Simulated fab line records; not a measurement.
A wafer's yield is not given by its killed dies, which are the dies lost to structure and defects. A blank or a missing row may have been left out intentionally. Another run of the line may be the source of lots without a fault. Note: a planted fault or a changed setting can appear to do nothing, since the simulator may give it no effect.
Which of the tools did it? || flow n5_finfet || 8 lots with 24 wafers sampled at 5 steps, on a route of 1938 steps

WHAT THE GAUGES SHOWED, per wafer
N5_BEOL_M4_RC_MEAS_101. Usual: DIBL_N 36.0 mV/V, standard deviation 2.5; DIBL_P 36.7 mV/V, standard deviation 3; IOFF_N 0.16 nA/um, standard deviation 0.043; IOFF_P 0.21 nA/um, standard deviation 0.049; ION_N 673 uA/um, standard deviation 15; ION_P 461 uA/um, standard deviation 9.8; SS_N 71.5 mV/dec, standard deviation 0.83; SS_P 73.4 mV/dec, standard deviation 0.83; VT_N 250 mV, standard deviation 4; VT_P -251 mV, standard deviation 4.
{"lot": "L780", "measured": "day 9 20:40", "on": "prober-02", "DIBL_N (mV/V)": "30.3 31.6 36.3", "DIBL_P (mV/V)": "32.5 34.5 39.7", "IOFF_N (nA/um)": "0.10 0.12 0.23", "IOFF_P (nA/um)": "0.14 0.16 0.26", "ION_N (uA/um)": "645 651 681", "ION_P (uA/um)": "441 453 464", "SS_N (mV/dec)": "71.2 70.9 73.6", "SS_P (mV/dec)": "71.8 72.6 73.7", "VT_N (mV)": "256 252 244", "VT_P (mV)": "-257 -254 -246", "flag": ""}
{"lot": "L783", "measured": "day 10 04:03", "on": "prober-02", "DIBL_N (mV/V)": "39.1 37.2 34.3", "DIBL_P (mV/V)": "38.4 37.8 34.9", "IOFF_N (nA/um)": "0.18 0.15 0.12", "IOFF_P (nA/um)": "0.22 0.21 0.18", "ION_N (uA/um)": "668 665 651", "ION_P (uA/um)": "457 455 456", "SS_N (mV/dec)": "72.7 71.9 70.4", "SS_P (mV/dec)": "74.4 73.5 73.3", "VT_N (mV)": "251 251 254", "VT_P (mV)": "-251 -252 -255", "flag": ""}
{"lot": "L786", "measured": "day 10 23:24", "on": "prober-01", "DIBL_N (mV/V)": "38.9 33.3 36.2", "DIBL_P (mV/V)": "38.3 32.8 35.1", "IOFF_N (nA/um)": "0.19 0.10 0.14", "IOFF_P (nA/um)": "0.23 0.16 0.18", "ION_N (uA/um)": "687 648 654", "ION_P (uA/um)": "462 446 446", "SS_N (mV/dec)": "72.6 70.9 72.4", "SS_P (mV/dec)": "74.1 72.7 73.5", "VT_N (mV)": "248 258 253", "VT_P (mV)": "-250 -253 -251", "flag": ""}
{"lot": "L784", "measured": "day 11 02:02", "on": "prober-02", "DIBL_N (mV/V)": "39.5 35.1 37.1", "DIBL_P (mV/V)": "40.3 34.3 36.4", "IOFF_N (nA/um)": "0.23 0.14 0.19", "IOFF_P (nA/um)": "0.28 0.19 0.21", "ION_N (uA/um)": "685 686 678", "ION_P (uA/um)": "460 473 457", "SS_N (mV/dec)": "72.8 70.6 71.6", "SS_P (mV/dec)": "74.4 73.1 73.3", "VT_N (mV)": "245 252 247", "VT_P (mV)": "-247 -254 -253", "flag": ""}
{"lot": "L788", "measured": "day 12 02:37", "on": "prober-01", "DIBL_N (mV/V)": "34.7 38.4 35.1", "DIBL_P (mV/V)": "34.9 39.5 35.9", "IOFF_N (nA/um)": "0.14 0.21 0.15", "IOFF_P (nA/um)": "0.19 0.27 0.21", "ION_N (uA/um)": "677 684 670", "ION_P (uA/um)": "466 469 459", "SS_N (mV/dec)": "70.6 72.1 71.5", "SS_P (mV/dec)": "73.5 74.4 72.9", "VT_N (mV)": "251 246 252", "VT_P (mV)": "-250 -248 -253", "flag": ""}
{"lot": "L794", "measured": "day 13 17:27", "on": "prober-01", "DIBL_N (mV/V)": "36.2 35.2 38.7", "DIBL_P (mV/V)": "37.5 35.9 40.4", "IOFF_N (nA/um)": "0.17 0.15 0.22", "IOFF_P (nA/um)": "0.23 0.21 0.29", "ION_N (uA/um)": "690 686 685", "ION_P (uA/um)": "470 475 466", "SS_N (mV/dec)": "71.2 71.5 72.0", "SS_P (mV/dec)": "73.6 72.8 74.1", "VT_N (mV)": "246 250 244", "VT_P (mV)": "-248 -248 -246", "flag": ""}
{"lot": "L795", "measured": "day 14 07:53", "on": "prober-01", "DIBL_N (mV/V)": "36.6 35.8 35.0", "DIBL_P (mV/V)": "39.2 38.0 36.9", "IOFF_N (nA/um)": "0.19 0.16 0.14", "IOFF_P (nA/um)": "0.24 0.21 0.20", "ION_N (uA/um)": "694 684 669", "ION_P (uA/um)": "479 469 461", "SS_N (mV/dec)": "70.8 71.7 71.0", "SS_P (mV/dec)": "73.8 73.5 73.1", "VT_N (mV)": "242 248 252", "VT_P (mV)": "-249 -251 -250", "flag": ""}
{"lot": "L796", "measured": "day 14 13:20", "on": "prober-01", "DIBL_N (mV/V)": "35.6 37.2 35.3", "DIBL_P (mV/V)": "36.6 38.3 36.1", "IOFF_N (nA/um)": "0.14 0.17 0.13", "IOFF_P (nA/um)": "0.17 0.19 0.16", "ION_N (uA/um)": "672 683 650", "ION_P (uA/um)": "454 463 445", "SS_N (mV/dec)": "71.1 71.8 70.9", "SS_P (mV/dec)": "72.9 73.6 73.2", "VT_N (mV)": "252 251 254", "VT_P (mV)": "-256 -254 -258", "flag": ""}

WHAT TOOL EACH LOT RAN ON (gives the tool, then ch and the chambers of the sampled wafers, and finally the start)
{"lot": "L780", "N5_BEOL_M4_ETCH_77": "rie_diel-06 ch 1,3, day 9 15:40", "N5_BEOL_M4_ETCH_69": "rie_diel-06 ch 1,3, day 9 15:41", "N5_BEOL_M4_ETCHBACK_99": "rie_diel-05 ch 1,3, day 9 15:58", "N5_BEOL_M4_TRENCH_ETCH_37": "rie_diel-05 ch 1,3, day 9 20:40 or earlier"}
{"lot": "L783", "N5_BEOL_M4_ETCH_77": "rie_diel-06 ch 1,2, day 9 22:37", "N5_BEOL_M4_ETCH_69": "rie_diel-06 ch 1,2, day 9 22:38", "N5_BEOL_M4_ETCHBACK_99": "rie_diel-04 ch 1,2, day 9 23:01", "N5_BEOL_M4_TRENCH_ETCH_37": "rie_diel-04 ch 1,2, day 10 04:03 or earlier"}
{"lot": "L786", "N5_BEOL_M4_ETCH_77": "rie_diel-06 ch 0,3, day 10 16:54", "N5_BEOL_M4_ETCH_69": "rie_diel-06 ch 0,3, day 10 16:55", "N5_BEOL_M4_ETCHBACK_99": "rie_diel-05 ch 0,1,2, day 10 18:41", "N5_BEOL_M4_TRENCH_ETCH_37": "rie_diel-05 ch 0,1,2, day 10 23:24 or earlier"}
{"lot": "L784", "N5_BEOL_M4_ETCH_77": "rie_diel-06 ch 0,2,3, day 10 20:29", "N5_BEOL_M4_ETCH_69": "rie_diel-06 ch 0,2,3, day 10 20:30", "N5_BEOL_M4_ETCHBACK_99": "rie_diel-06 ch 0,2, day 10 21:50", "N5_BEOL_M4_TRENCH_ETCH_37": "rie_diel-06 ch 0,2, day 11 02:02 or earlier"}
{"lot": "L788", "N5_BEOL_M4_ETCH_77": "rie_diel-06 ch 0,3, day 11 09:16", "N5_BEOL_M4_ETCH_69": "rie_diel-06 ch 0,3, day 11 09:17", "N5_BEOL_M4_ETCHBACK_99": "rie_diel-04 ch 0,2,3, day 11 21:52", "N5_BEOL_M4_TRENCH_ETCH_37": "rie_diel-04 ch 0,2,3, day 12 02:37 or earlier"}
{"lot": "L794", "N5_BEOL_M4_ETCH_77": "rie_diel-05 ch 0,1,3, day 13 05:10", "N5_BEOL_M4_ETCH_69": "rie_diel-05 ch 0,1,3, day 13 05:11", "N5_BEOL_M4_ETCHBACK_99": "rie_diel-06 ch 0,1, day 13 11:17", "N5_BEOL_M4_TRENCH_ETCH_37": "rie_diel-06 ch 0,1, day 13 17:27 or earlier"}
{"lot": "L795", "N5_BEOL_M4_ETCH_77": "rie_diel-05 ch 0,1,3, day 13 18:02", "N5_BEOL_M4_ETCH_69": "rie_diel-05 ch 0,1,3, day 13 18:03", "N5_BEOL_M4_ETCHBACK_99": "rie_diel-04 ch 1,3, day 14 02:07", "N5_BEOL_M4_TRENCH_ETCH_37": "rie_diel-04 ch 1,3, day 14 07:53 or earlier"}
{"lot": "L796", "N5_BEOL_M4_ETCH_77": "rie_diel-05 ch 0,2,3, day 14 02:02", "N5_BEOL_M4_ETCH_69": "rie_diel-05 ch 0,2,3, day 14 02:02", "N5_BEOL_M4_ETCHBACK_99": "rie_diel-04 ch 0,2,3, day 14 08:57", "N5_BEOL_M4_TRENCH_ETCH_37": "rie_diel-04 ch 0,2,3, day 14 13:20 or earlier"}
- N5_BEOL_M4_ETCH_77: etches underlayer in N2/H2, target depth 6.5 nm, time 5.2 s.
- N5_BEOL_M4_ETCH_69: etches SiARC in CF4, target depth 15.6 nm, time 26 s.
- N5_BEOL_M4_ETCHBACK_99: etches SiO2 in CHF3, target depth 5 nm, time 10.4 s.
- N5_BEOL_M4_TRENCH_ETCH_37: etches SiOC in C4F6/O2, target depth 55.555 nm, time 29.2 s.

WHAT THE TOOLS THEMSELVES READ (means of the sampled wafers that have a number; where no wafer has one, the mark that the record gives instead)
N5_BEOL_M4_ETCH_77. Usual: for chamber_pressure_mTorr, 30.00 mTorr with a standard deviation of 0.042; for drypump_motor_current_A, 5.7 A with a standard deviation of 0.42; for etch_rf_on_time_s, 5.17 s with a standard deviation of 0.13; for oes_product_au, 0.69 a.u. with a standard deviation of 0.088; for rf_vpp_V, 523.1 V with a standard deviation of 2.8; for showerhead_plenum_p_Torr, 2.52 Torr with a standard deviation of 0.097; for throttle_valve_pct, 17.76 % with a standard deviation of 0.27.
{"lot": "L780", "tool": "rie_diel-06", "chamber_pressure_mTorr (mTorr)": 29.95, "drypump_motor_current_A (A)": 6.2, "etch_rf_on_time_s (s)": 4.94, "oes_product_au (a.u.)": 0.65, "rf_vpp_V (V)": 523.1, "showerhead_plenum_p_Torr (Torr)": 2.49, "throttle_valve_pct (%)": 18.07, "flag": ""}
{"lot": "L783", "tool": "rie_diel-06", "chamber_pressure_mTorr (mTorr)": 30.00, "drypump_motor_current_A (A)": 5.6, "etch_rf_on_time_s (s)": 5.23, "oes_product_au (a.u.)": 0.59, "rf_vpp_V (V)": 520.9, "showerhead_plenum_p_Torr (Torr)": 2.45, "throttle_valve_pct (%)": 18.22, "flag": ""}
{"lot": "L786", "tool": "rie_diel-06", "chamber_pressure_mTorr (mTorr)": 29.98, "drypump_motor_current_A (A)": 6.6, "etch_rf_on_time_s (s)": 5.07, "oes_product_au (a.u.)": 0.81, "rf_vpp_V (V)": 522.1, "showerhead_plenum_p_Torr (Torr)": 2.48, "throttle_valve_pct (%)": 17.64, "flag": ""}
{"lot": "L784", "tool": "rie_diel-06", "chamber_pressure_mTorr (mTorr)": 29.99, "drypump_motor_current_A (A)": 6.2, "etch_rf_on_time_s (s)": 5.22, "oes_product_au (a.u.)": 0.71, "rf_vpp_V (V)": 521.6, "showerhead_plenum_p_Torr (Torr)": 2.46, "throttle_valve_pct (%)": 17.87, "flag": ""}
{"lot": "L788", "tool": "rie_diel-06", "chamber_pressure_mTorr (mTorr)": 30.00, "drypump_motor_current_A (A)": 6.5, "etch_rf_on_time_s (s)": 5.08, "oes_product_au (a.u.)": 0.75, "rf_vpp_V (V)": 521.7, "showerhead_plenum_p_Torr (Torr)": 2.47, "throttle_valve_pct (%)": 17.74, "flag": ""}
{"lot": "L794", "tool": "rie_diel-05", "chamber_pressure_mTorr (mTorr)": 30.02, "drypump_motor_current_A (A)": 5.8, "etch_rf_on_time_s (s)": 5.08, "oes_product_au (a.u.)": 0.75, "rf_vpp_V (V)": 523.0, "showerhead_plenum_p_Torr (Torr)": 2.56, "throttle_valve_pct (%)": 17.74, "flag": ""}
{"lot": "L795", "tool": "rie_diel-05", "chamber_pressure_mTorr (mTorr)": 30.02, "drypump_motor_current_A (A)": 5.8, "etch_rf_on_time_s (s)": 5.18, "oes_product_au (a.u.)": 0.73, "rf_vpp_V (V)": 523.0, "showerhead_plenum_p_Torr (Torr)": 2.56, "throttle_valve_pct (%)": 17.77, "flag": ""}
{"lot": "L796", "tool": "rie_diel-05", "chamber_pressure_mTorr (mTorr)": 30.03, "drypump_motor_current_A (A)": 5.5, "etch_rf_on_time_s (s)": 5.21, "oes_product_au (a.u.)": 0.78, "rf_vpp_V (V)": 524.6, "showerhead_plenum_p_Torr (Torr)": 2.60, "throttle_valve_pct (%)": 17.64, "flag": ""}

N5_BEOL_M4_ETCH_69. Usual: cf4_flow_sccm 100.0 sccm, standard deviation 0.32; chamber_pressure_mTorr 40.00 mTorr, standard deviation 0.035; drypump_motor_current_A 5.7 A, standard deviation 0.42; etch_rf_on_time_s 25.9 s, standard deviation 0.7; oes_product_au 0.69 a.u., standard deviation 0.089; rf_vpp_V 183.8 V, standard deviation 1.2; showerhead_plenum_p_Torr 2.12 Torr, standard deviation 0.083; throttle_valve_pct 15.49 %, standard deviation 0.24.
{"lot": "L780", "tool": "rie_diel-06", "cf4_flow_sccm (sccm)": 100.3, "chamber_pressure_mTorr (mTorr)": 40.03, "drypump_motor_current_A (A)": 6.2, "etch_rf_on_time_s (s)": 24.7, "oes_product_au (a.u.)": 0.65, "rf_vpp_V (V)": 184.3, "showerhead_plenum_p_Torr (Torr)": 2.09, "throttle_valve_pct (%)": 15.79, "flag": ""}
{"lot": "L783", "tool": "rie_diel-06", "cf4_flow_sccm (sccm)": 99.6, "chamber_pressure_mTorr (mTorr)": 39.99, "drypump_motor_current_A (A)": 5.6, "etch_rf_on_time_s (s)": 26.2, "oes_product_au (a.u.)": 0.59, "rf_vpp_V (V)": 182.8, "showerhead_plenum_p_Torr (Torr)": 2.05, "throttle_valve_pct (%)": 15.83, "flag": ""}
{"lot": "L786", "tool": "rie_diel-06", "cf4_flow_sccm (sccm)": 99.9, "chamber_pressure_mTorr (mTorr)": 40.04, "drypump_motor_current_A (A)": 6.6, "etch_rf_on_time_s (s)": 25.4, "oes_product_au (a.u.)": 0.81, "rf_vpp_V (V)": 183.5, "showerhead_plenum_p_Torr (Torr)": 2.10, "throttle_valve_pct (%)": 15.48, "flag": ""}
{"lot": "L784", "tool": "rie_diel-06", "cf4_flow_sccm (sccm)": 130.2, "chamber_pressure_mTorr (mTorr)": 39.99, "drypump_motor_current_A (A)": 6.2, "etch_rf_on_time_s (s)": 24.8, "oes_product_au (a.u.)": 0.73, "rf_vpp_V (V)": 183.7, "showerhead_plenum_p_Torr (Torr)": 2.26, "throttle_valve_pct (%)": 16.73, "flag": "OFF"}
{"lot": "L788", "tool": "rie_diel-06", "cf4_flow_sccm (sccm)": 130.1, "chamber_pressure_mTorr (mTorr)": 40.01, "drypump_motor_current_A (A)": 6.5, "etch_rf_on_time_s (s)": 23.9, "oes_product_au (a.u.)": 0.78, "rf_vpp_V (V)": 183.3, "showerhead_plenum_p_Torr (Torr)": 2.27, "throttle_valve_pct (%)": 16.64, "flag": "OFF"}
{"lot": "L794", "tool": "rie_diel-05", "cf4_flow_sccm (sccm)": 100.0, "chamber_pressure_mTorr (mTorr)": 39.98, "drypump_motor_current_A (A)": 5.8, "etch_rf_on_time_s (s)": 25.7, "oes_product_au (a.u.)": 0.75, "rf_vpp_V (V)": 183.7, "showerhead_plenum_p_Torr (Torr)": 2.15, "throttle_valve_pct (%)": 15.40, "flag": ""}
{"lot": "L795", "tool": "rie_diel-05", "cf4_flow_sccm (sccm)": 100.1, "chamber_pressure_mTorr (mTorr)": 40.03, "drypump_motor_current_A (A)": 5.8, "etch_rf_on_time_s (s)": 25.9, "oes_product_au (a.u.)": 0.74, "rf_vpp_V (V)": 183.9, "showerhead_plenum_p_Torr (Torr)": 2.15, "throttle_valve_pct (%)": 15.42, "flag": ""}
{"lot": "L796", "tool": "rie_diel-05", "cf4_flow_sccm (sccm)": 100.0, "chamber_pressure_mTorr (mTorr)": 40.00, "drypump_motor_current_A (A)": 5.5, "etch_rf_on_time_s (s)": 26.2, "oes_product_au (a.u.)": 0.78, "rf_vpp_V (V)": 184.0, "showerhead_plenum_p_Torr (Torr)": 2.20, "throttle_valve_pct (%)": 15.38, "flag": ""}

N5_BEOL_M4_ETCHBACK_99. Usual: chamber_pressure_mTorr 30.002 mTorr, standard deviation 0.026; drypump_motor_current_A 5.8 A, standard deviation 0.46; oes_product_au 0.80 a.u., standard deviation 0.1; rf_vpp_V 237 V, standard deviation 5.4; showerhead_plenum_p_Torr 2.12 Torr, standard deviation 0.081; throttle_valve_pct 16.97 %, standard deviation 0.22.
{"lot": "L780", "tool": "rie_diel-05", "chamber_pressure_mTorr (mTorr)": 30.000, "drypump_motor_current_A (A)": 5.9, "oes_product_au (a.u.)": 0.78, "rf_vpp_V (V)": 236, "showerhead_plenum_p_Torr (Torr)": 2.12, "throttle_valve_pct (%)": 17.03, "flag": ""}
{"lot": "L783", "tool": "rie_diel-04", "chamber_pressure_mTorr (mTorr)": 30.022, "drypump_motor_current_A (A)": 5.6, "oes_product_au (a.u.)": 0.70, "rf_vpp_V (V)": 236, "showerhead_plenum_p_Torr (Torr)": 2.15, "throttle_valve_pct (%)": 17.04, "flag": ""}
{"lot": "L786", "tool": "rie_diel-05", "chamber_pressure_mTorr (mTorr)": 30.009, "drypump_motor_current_A (A)": 5.6, "oes_product_au (a.u.)": 0.82, "rf_vpp_V (V)": 242, "showerhead_plenum_p_Torr (Torr)": 2.22, "throttle_valve_pct (%)": 16.95, "flag": ""}
{"lot": "L784", "tool": "rie_diel-06", "chamber_pressure_mTorr (mTorr)": 30.003, "drypump_motor_current_A (A)": 6.2, "oes_product_au (a.u.)": 0.87, "rf_vpp_V (V)": 241, "showerhead_plenum_p_Torr (Torr)": 2.09, "throttle_valve_pct (%)": 17.02, "flag": ""}
{"lot": "L788", "tool": "rie_diel-04", "chamber_pressure_mTorr (mTorr)": 29.984, "drypump_motor_current_A (A)": 5.6, "oes_product_au (a.u.)": 0.82, "rf_vpp_V (V)": 237, "showerhead_plenum_p_Torr (Torr)": 2.21, "throttle_valve_pct (%)": 16.92, "flag": ""}
{"lot": "L794", "tool": "rie_diel-06", "chamber_pressure_mTorr (mTorr)": 29.981, "drypump_motor_current_A (A)": 6.4, "oes_product_au (a.u.)": 0.91, "rf_vpp_V (V)": 239, "showerhead_plenum_p_Torr (Torr)": 2.11, "throttle_valve_pct (%)": 16.98, "flag": ""}
{"lot": "L795", "tool": "rie_diel-04", "chamber_pressure_mTorr (mTorr)": 29.976, "drypump_motor_current_A (A)": 5.3, "oes_product_au (a.u.)": 0.77, "rf_vpp_V (V)": 237, "showerhead_plenum_p_Torr (Torr)": 2.08, "throttle_valve_pct (%)": 16.81, "flag": ""}
{"lot": "L796", "tool": "rie_diel-04", "chamber_pressure_mTorr (mTorr)": 29.990, "drypump_motor_current_A (A)": 5.6, "oes_product_au (a.u.)": 0.80, "rf_vpp_V (V)": 237, "showerhead_plenum_p_Torr (Torr)": 2.21, "throttle_valve_pct (%)": 16.95, "flag": ""}

N5_BEOL_M4_TRENCH_ETCH_37. Usual: chamber_pressure_mTorr 29.995 mTorr, standard deviation 0.026; drypump_motor_current_A 5.8 A, standard deviation 0.46; oes_product_au 0.80 a.u., standard deviation 0.1; rf_vpp_V 657 V, standard deviation 15; showerhead_plenum_p_Torr 2.81 Torr, standard deviation 0.1; throttle_valve_pct 20.75 %, standard deviation 0.22.
{"lot": "L780", "tool": "rie_diel-05", "chamber_pressure_mTorr (mTorr)": 29.999, "drypump_motor_current_A (A)": 5.9, "oes_product_au (a.u.)": 0.79, "rf_vpp_V (V)": 652, "showerhead_plenum_p_Torr (Torr)": 2.81, "throttle_valve_pct (%)": 20.84, "flag": ""}
{"lot": "L783", "tool": "rie_diel-04", "chamber_pressure_mTorr (mTorr)": 29.987, "drypump_motor_current_A (A)": 5.6, "oes_product_au (a.u.)": 0.71, "rf_vpp_V (V)": 651, "showerhead_plenum_p_Torr (Torr)": 2.85, "throttle_valve_pct (%)": 20.77, "flag": ""}
{"lot": "L786", "tool": "rie_diel-05", "chamber_pressure_mTorr (mTorr)": 30.016, "drypump_motor_current_A (A)": 5.6, "oes_product_au (a.u.)": 0.81, "rf_vpp_V (V)": 669, "showerhead_plenum_p_Torr (Torr)": 2.93, "throttle_valve_pct (%)": 20.75, "flag": ""}
{"lot": "L784", "tool": "rie_diel-06", "chamber_pressure_mTorr (mTorr)": 29.966, "drypump_motor_current_A (A)": 6.3, "oes_product_au (a.u.)": 0.86, "rf_vpp_V (V)": 666, "showerhead_plenum_p_Torr (Torr)": 2.77, "throttle_valve_pct (%)": 20.82, "flag": ""}
{"lot": "L788", "tool": "rie_diel-04", "chamber_pressure_mTorr (mTorr)": 30.009, "drypump_motor_current_A (A)": 5.6, "oes_product_au (a.u.)": 0.82, "rf_vpp_V (V)": 657, "showerhead_plenum_p_Torr (Torr)": 2.92, "throttle_valve_pct (%)": 20.72, "flag": ""}
{"lot": "L794", "tool": "rie_diel-06", "chamber_pressure_mTorr (mTorr)": 29.970, "drypump_motor_current_A (A)": 6.4, "oes_product_au (a.u.)": 0.91, "rf_vpp_V (V)": 659, "showerhead_plenum_p_Torr (Torr)": 2.79, "throttle_valve_pct (%)": 20.82, "flag": ""}
{"lot": "L795", "tool": "rie_diel-04", "chamber_pressure_mTorr (mTorr)": 29.997, "drypump_motor_current_A (A)": 5.4, "oes_product_au (a.u.)": 0.77, "rf_vpp_V (V)": 655, "showerhead_plenum_p_Torr (Torr)": 2.75, "throttle_valve_pct (%)": 20.57, "flag": ""}
{"lot": "L796", "tool": "rie_diel-04", "chamber_pressure_mTorr (mTorr)": 29.998, "drypump_motor_current_A (A)": 5.6, "oes_product_au (a.u.)": 0.80, "rf_vpp_V (V)": 656, "showerhead_plenum_p_Torr (Torr)": 2.91, "throttle_valve_pct (%)": 20.75, "flag": ""}

THE ANSWER, worked out from the rows above alone
Rule: lot off if the mean of its wafers having a number is beyond 3 standard deviations from the usual mean. Also off: a lot with no number at a reading for which 4 or more lots have one. All remaining lots with rows at the step are treated as sound. After the gauges, taken in route order, come the tools' own readings; for these a lot's mean is taken, as printed above. The first step at which some lot is off is used, and at that step the reading that is off furthest; a lot without a number counts as furthest.
Off at N5_BEOL_M4_ETCH_69 (cf4_flow_sccm): L784, L788.
A tool fits if, at that step or a process step before it, it ran every lot that is off, and no sound lot after the first of them. One candidate fits, namely rie_diel-06 at N5_BEOL_M4_ETCH_77 and N5_BEOL_M4_ETCH_69. At N5_BEOL_M4_ETCH_77 its last sound lot is L786 (day 10 16:54), its first lot that is off L784 (day 10 20:29): a fault that began between those two fits.

WHAT WAS PUT IN BY THE SIMULATOR
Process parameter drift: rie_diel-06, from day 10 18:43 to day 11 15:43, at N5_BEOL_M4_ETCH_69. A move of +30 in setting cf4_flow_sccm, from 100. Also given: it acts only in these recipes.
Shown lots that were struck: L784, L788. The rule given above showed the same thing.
